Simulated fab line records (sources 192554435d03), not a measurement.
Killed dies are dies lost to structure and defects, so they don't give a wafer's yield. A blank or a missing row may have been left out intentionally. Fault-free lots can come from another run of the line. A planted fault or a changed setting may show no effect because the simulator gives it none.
Split-lot experiment ; flow n5_finfet ; 21 wafers read from 7 lots, route of 1938 steps

## ABOUT THE SPLIT
At N5_SD_EPI_N_COAT_32 (time 60 s, resist thk 350 nm), the setting spin_rpm was moved away from the recipe's 1500 rpm on 7 of the 21 wafers read, by -9.8% to +9.4%. For the rest of the wafers, this setting stayed at what the recipe calls for.

The split's own step is where the reading is taken.

## THE READING
SOC_of_SD_EPI_N_COAT_32.thk_nm (the simulator's own value, which no gauge read), in nm, at N5_SD_EPI_N_COAT_32 (time 60 s, resist thk 350 nm). The file does not state a usual value for it. Here, 14 wafers ran the recipe; their average is 351.0 nm with a standard deviation of 1.5 nm.

wafer;tool, chamber at the split;spin_rpm as run, rpm;against the recipe;SOC_of_SD_EPI_N_COAT_32.thk_nm, nm;against lot-mates on the recipe
L075.3;litho_track-05, 0;1500;recipe;351.6;-
L075.5;litho_track-05, 0;1500;recipe;351.2;-
L075.6;litho_track-05, 0;1500;recipe;351.8;-
L085.1;litho_track-01, 0;1360;-9.3%;367.4;+17.6
L085.6;litho_track-01, 0;1360;-9.3%;367.4;+17.6
L085.5;litho_track-01, 0;1500;recipe;349.8;-
L088.2;litho_track-05, 0;1500;recipe;353.4;-
L088.4;litho_track-05, 0;1500;recipe;352.4;-
L088.6;litho_track-05, 0;1500;recipe;352;-
L089.1;litho_track-05, 0;1353;-9.8%;367.8;+18.2
L089.4;litho_track-05, 0;1353;-9.8%;368.2;+18.6
L089.6;litho_track-05, 0;1500;recipe;349.6;-
L093.1;litho_track-01, 0;1641;+9.4%;334.8;-15.8
L093.3;litho_track-01, 0;1641;+9.4%;334.6;-16.0
L093.6;litho_track-01, 0;1500;recipe;350.6;-
L095.2;litho_track-05, 0;1500;recipe;351.4;-
L095.5;litho_track-05, 0;1500;recipe;352.4;-
L095.6;litho_track-05, 0;1500;recipe;351.2;-
L096.2;litho_track-04, 0;1500;recipe;348.2;-
L096.3;litho_track-04, 0;1500;recipe;348;-
L096.6;litho_track-04, 0;1549;+3.3%;343.4;-4.7

THE FIT
A straight line over all 21 wafers: SOC_of_SD_EPI_N_COAT_32.thk_nm changes by -1.76 nm for each +1% of spin_rpm; r = -0.99; the points scatter about the line by 1.4 nm.
The same after taking each lot's own level away (the mean of its wafers on the recipe; 21 wafers): -1.8 nm for each +1%; r = -1.00; scatter 0.57 nm.
The reading moves by 18 nm for the largest change in spin_rpm, on that fit.
From 348.10 to 352.60 nm: that is the span of the lots' own levels, equal to 3.0 times the standard deviation above.
Consequently the slope shifts little with the lot-to-lot level, the two slopes agreeing.
Check: for one of the wafers moved furthest among these (-9.8%), held out of the fit, the line's prediction against its lot-mates is +17.9 nm. Against them it came out at +18.2 nm.

## FILE'S OWN FIT
SOC_of_SD_EPI_N_COAT_32.thk_nm changes by -1.81 nm for each +1% of spin_rpm, r = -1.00.
